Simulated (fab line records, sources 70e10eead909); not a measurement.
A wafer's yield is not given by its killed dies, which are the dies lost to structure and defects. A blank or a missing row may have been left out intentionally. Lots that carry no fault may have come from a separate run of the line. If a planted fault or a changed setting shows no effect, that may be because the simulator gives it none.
The tool behind it: which one? | flow nand-harc | 21 wafers from 7 lots sampled at 2 of the route's 1302 steps

WHAT EACH GAUGE READ, for each wafer
NHARC_A_ONON_D2_THK_MEAS_02: measures by ellipsometry.
lot  | measured     | on            | thk-nm (nm)
L395 | day 12 19:13 | film-metro-02 | 996 993 994
L403 | day 16 15:21 | film-metro-01 | 532 534 532 531 534 535
L406 | day 17 05:38 | film-metro-01 | 999 998 999
L410 | day 19 05:47 | film-metro-02 | 1013 1016 1014
L412 | day 19 16:52 | film-metro-02 | 1013 1010 1011
L414 | day 21 00:20 | film-metro-02 | 1007 1005 1004
L417 | day 22 04:48 | film-metro-01 | 990 992 989

WHAT TOOL EACH LOT RAN ON (gives the tool, then ch and the chambers of the sampled wafers, and finally the start)
lot  | NHARC_A_ONON_D2_DEP_00
L395 | pecvd-onon-04 ch 0, day 12 18:46
L403 | pecvd-onon-04 ch 0, day 16 14:54
L406 | pecvd-onon-02 ch 0, day 17 05:14
L410 | pecvd-onon-02 ch 0, day 19 05:27
L412 | pecvd-onon-02 ch 0, day 19 16:21
L414 | pecvd-onon-03 ch 0, day 20 23:53
L417 | pecvd-onon-04 ch 0, day 22 04:17
- NHARC_A_ONON_D2_DEP_00: target thk 1000 nm.

THE ANSWER, worked out from the rows above alone
Rule: usual is defined by the lots themselves. Put in order of their means at a reading, lots are off if they are a third of the lots or fewer, leave a main group of 4 or more, and stand apart from it by a gap of 3 or more times the standard deviation of the main group's means; of several such gaps the widest counts. A main group is skipped when, at the precision printed for the reading in the tables above, its means are all equal. A lot without any number at a reading at which 4 lots or more have one is off too. The other lots that the step has rows for count as sound.
Off at NHARC_A_ONON_D2_THK_MEAS_02 (thk-nm): L403. The main group: mean 1002 nm, standard deviation 8.7.
If a tool, at a process step before that reading, ran all the lots that are off and no sound lot after the first of them, it fits. The gauges at NHARC_A_ONON_D2_THK_MEAS_02 are tried like those tools. Not one of the candidates tried fits.

WHAT THE SIMULATOR PUT IN
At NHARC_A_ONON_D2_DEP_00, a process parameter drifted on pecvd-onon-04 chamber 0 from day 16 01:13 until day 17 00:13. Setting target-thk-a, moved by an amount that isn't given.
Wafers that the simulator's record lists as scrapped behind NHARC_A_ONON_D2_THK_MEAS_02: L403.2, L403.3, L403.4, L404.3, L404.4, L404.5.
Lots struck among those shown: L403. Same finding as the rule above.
